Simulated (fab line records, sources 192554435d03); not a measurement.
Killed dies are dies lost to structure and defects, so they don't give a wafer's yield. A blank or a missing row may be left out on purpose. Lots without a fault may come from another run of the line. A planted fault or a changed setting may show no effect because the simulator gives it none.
A struck lot beside a sound one | flow n5_finfet | 36 steps out of a route of 1938
Sound: wafers L141.2, L141.3, L141.4. Struck: wafers L135.1, L135.2, L135.5. The cause comes at the end.
At each step with rows: each side's tool, then ch and its chambers, then its first start. Under that, the readings that differ: sound wafers | struck wafers | difference of the means | sigmas: that difference in standard deviations of wafers without a fault.
alike: readings whose means differ by less than 2 such deviations, and words and numbers that are the same on both sides. not compared: withheld readings, readings that some wafer has no value for, bounds like >300 that may hide the same value, and numbers for which the record gives no deviation and whose values overlap.
The two part at a step that has a row with sigmas, a row that says differs or no value, or rows on one side only. Numbers that don't overlap but have no deviation are shown without sigmas and don't part them. A reading that every wafer of one side lacks parts them only if that side has two wafers or more.

first, 9 steps without rows for these wafers: N5_BEOL_M4_ANNEAL_95 (time 240 s); N5_BEOL_M4_SPUTTER_96 (material Cu, target thk 4.5 nm, time 8.29 s); N5_BEOL_M4_ECD_50 (material Cu, target thk 300 nm); N5_BEOL_M4_ANNEAL_51 (time 90 s); N5_BEOL_M4_CMP_52 (polishes, stops on SiOC, t overpolish 6.8 s, target thk 40 nm); N5_BEOL_M4_PRE_CLEAN_60 (time 15 s); N5_BEOL_M4_CO_CAP_55 (material Co, precursor CCTBA/H2, target thk 2 nm, time 102.1 s); N5_BEOL_M4_PRE_CLEAN_56 (time 15 s); N5_BEOL_M4_DEP_57 (deposits SiCN from 3MS/NH3, target thk 8 nm, time 14 s).
N5_BEOL_M4_RC_MEAS_101:
  sound on prober-01 ch 0, day 15 05:01; struck on prober-01 ch 0, day 12 22:38
  alike: DIBL_N, DIBL_P, IOFF_N, IOFF_P, ION_N, ION_P, SS_N, SS_P, VT_N, VT_P
then, 24 steps without rows for these wafers: N5_BEOL_M5_ILD_DEP_00 (deposits SiCOH lowk from DEMS/porogen, target thk 140.64 nm, time 25.9 s); N5_BEOL_M5_CURE_79 (cures SiCOH lowk, time 240 s); N5_BEOL_M5_PECVD_70 (deposits SiO2 from TEOS/O2, target thk 16 nm, time 18 s); N5_BEOL_M5_HM_DEP_02 (deposits TiN, target thk 20 nm); N5_BEOL_M5_COAT_59 (time 60 s, resist thk 60 nm); N5_BEOL_M5_COAT_60 (time 60 s, resist thk 12 nm); N5_BEOL_M5_COAT_71 (time 60 s, resist thk 5 nm); N5_BEOL_M5_COAT_05 (resist thk 30 nm); N5_BEOL_M5_EBR_07; N5_BEOL_M5_SOFTBAKE_06 (time 60 s); N5_BEOL_M5_EXPOSE_08 (exposes mask M5, target cd 28 nm); N5_BEOL_M5_PEB_09 (peb time 60 s); N5_BEOL_M5_DEVELOP_10 (develop time 30 s); N5_BEOL_M5_DESCUM_16 (chemistry O2, time 7 s); N5_BEOL_M5_ETCH_72 (etches underlayer in N2/H2, target depth 6.5 nm, time 5.2 s); N5_BEOL_M5_ETCH_61 (etches SiARC in CF4, target depth 15.6 nm, time 26 s); N5_BEOL_M5_ETCH_62 (etches SOC in N2/H2, target depth 75 nm, overetch 15 nm, time 112.5 s); N5_BEOL_M5_STRIP_63 (strips in N2/H2); N5_BEOL_M5_STRIP_73 (strips in N2/H2); N5_BEOL_M5_STRIP_64 (strips in CF4); N5_BEOL_M5_HM_OPEN_17 (chemistry Cl2/BCl3, target TiN, target depth 20 nm, overetch 6 nm); N5_BEOL_M5_STRIP_19 (strips in O2); N5_BEOL_M5_COAT_65 (time 60 s, resist thk 60 nm); N5_BEOL_M5_COAT_66 (time 60 s, resist thk 12 nm).
N5_BEOL_M7_PECVD_70: deposits SiO2 from TEOS/O2, target thk 20 nm, time 22.7 s.
  sound on pecvd-02 ch 0,1, day 16 07:48; struck on pecvd-02 ch 0,2, day 13 22:05
  no value came back on the struck wafers for any of 5 readings (chamber_pressure_Torr (Torr), heater_power_outer_w (W) and others); on the sound wafers chamber_pressure_Torr (Torr) reads 5.488 5.501 5.481
-- the record jumps here: 3 days lie between the struck wafers' starts before and after (it left off in module BEOL_M7 and takes up again in module PASSIVATION, whose first step shown is number 1936 of the route) --
N5_PASSIVATION_PROBE_49:
  the record has rows for the struck wafers here (prober-01, day 17 03:40) and none for the sound ones

WHERE THEY PART
First at N5_BEOL_M7_PECVD_70; last, within this record, at N5_PASSIVATION_PROBE_49.

WHY: what the simulator had put in
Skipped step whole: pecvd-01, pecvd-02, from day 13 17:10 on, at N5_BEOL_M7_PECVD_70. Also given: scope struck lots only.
